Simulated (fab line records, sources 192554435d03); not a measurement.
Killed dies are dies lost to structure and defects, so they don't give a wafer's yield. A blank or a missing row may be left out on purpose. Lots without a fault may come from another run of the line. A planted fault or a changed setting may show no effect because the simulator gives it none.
Chamber matching | flow n5_finfet | N5_BEOL_M14_ILD_DEP_00 on pecvd-04: 3 sister chambers
The step deposits SiO2 from TEOS/O2, target thk 1119.3 nm, time 237.4 s. 6 wafers are shown with their chamber, then 7 later ones without.

WAFERS WITH THEIR CHAMBER
wafer  | chamber | throttle_valve_pct (%) | showerhead_plenum_p_Torr (Torr)
L897.6 | 2       | 20.3                   | 8.30
L898.2 | 2       | 20.5                   | 8.33
L898.4 | 0       | 19.0                   | 8.35
L898.6 | 1       | 18.5                   | 8.36
L900.1 | 1       | 18.4                   | 8.37
L900.2 | 0       | 18.6                   | 8.37

WAFERS WITHOUT THEIR CHAMBER
wafer  | throttle_valve_pct (%) | showerhead_plenum_p_Torr (Torr)
L900.5 | 20.2                   | 8.31
L910.1 | 18.3                   | 8.36
L910.2 | 18.8                   | 8.36
L910.6 | 18.3                   | 8.37
L915.1 | 20.3                   | 8.32
L915.2 | 18.3                   | 8.38
L915.3 | 19.1                   | 8.34

WHICH CHAMBER EACH WENT THROUGH
wafer  | from the rows above     | in truth
L900.5 | 2                       | 2
L910.1 | can't be placed: 1 or 0 | 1
L910.2 | can't be placed: 0 or 1 | 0
L910.6 | can't be placed: 1 or 0 | 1
L915.1 | 2                       | 2
L915.2 | can't be placed: 1 or 0 | 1
L915.3 | can't be placed: 0 or 1 | 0
Placed correctly: 2 of 7. Can't be placed from these rows: 5 (the true chamber is among the candidates in 5). Placed wrongly: 0.
How it was worked out, from the rows above alone: a wafer's distance from a chamber is the root of the sum, over the readings, of the square of ((its reading less the chamber's mean) divided by the reading's scatter). The wafer belongs to the nearest chamber; if the next one is less than 2 further off, it can't be placed. A chamber's mean is the mean of its shown wafers. The scatter: the root of (the sum of the squares of (reading less its chamber's mean) over the shown wafers, divided by (wafers less chambers)).
